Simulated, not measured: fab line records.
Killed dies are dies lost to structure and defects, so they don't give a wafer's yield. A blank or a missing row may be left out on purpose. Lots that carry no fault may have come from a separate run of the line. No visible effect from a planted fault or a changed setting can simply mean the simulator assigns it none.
Chamber matching	flow nandHarc	NHARC_A_CONTACT_ETCH_31 on rieDiel-10 has 4 sister chambers
The step etches the open film in O2/COS, target depth 2800 nm, time 728 s. 4 wafers are shown with their chamber, then 7 later ones without.

== EACH WAFER AND ITS CHAMBER ==
wafer	chamber	runLengthS (s)
L381.4	0	748.9
L384.5	3	749.4
L385.4	1	749.2
L385.5	2	750.0

== WAFERS WHOSE CHAMBER IS MISSING ==
wafer	runLengthS (s)
L385.6	749.1
L388.1	749.1
L388.2	749.7
L388.5	749.8
L398.1	749.3
L398.5	749.4
L398.6	749.9

== CHAMBER TAKEN BY EACH ==
wafer	from the rows above	in truth
L385.6	can't be placed: 1 or 0 or 3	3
L388.1	can't be placed: 1 or 0 or 3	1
L388.2	can't be placed: 2 or 3 or 1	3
L388.5	can't be placed: 2 or 3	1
L398.1	can't be placed: 1 or 3 or 0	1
L398.5	can't be placed: 3 or 1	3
L398.6	2	2
1 of 7 placed correctly. Not placeable from these rows: 6 (in 5, the candidates include the true chamber). Wrongly placed: 0.
How it was worked out, from the rows above alone: a wafer's distance from a chamber is the root of the sum, over the readings, of the square of ((its reading less the chamber's mean) divided by the reading's scatter). The wafer belongs to the nearest chamber; if the next one is less than 2 further off, it can't be placed. A chamber's mean is the mean of its shown wafers. The scatter: root of mean squared gap, hidden wafer to nearest shown wafer, with one shown wafer a chamber.
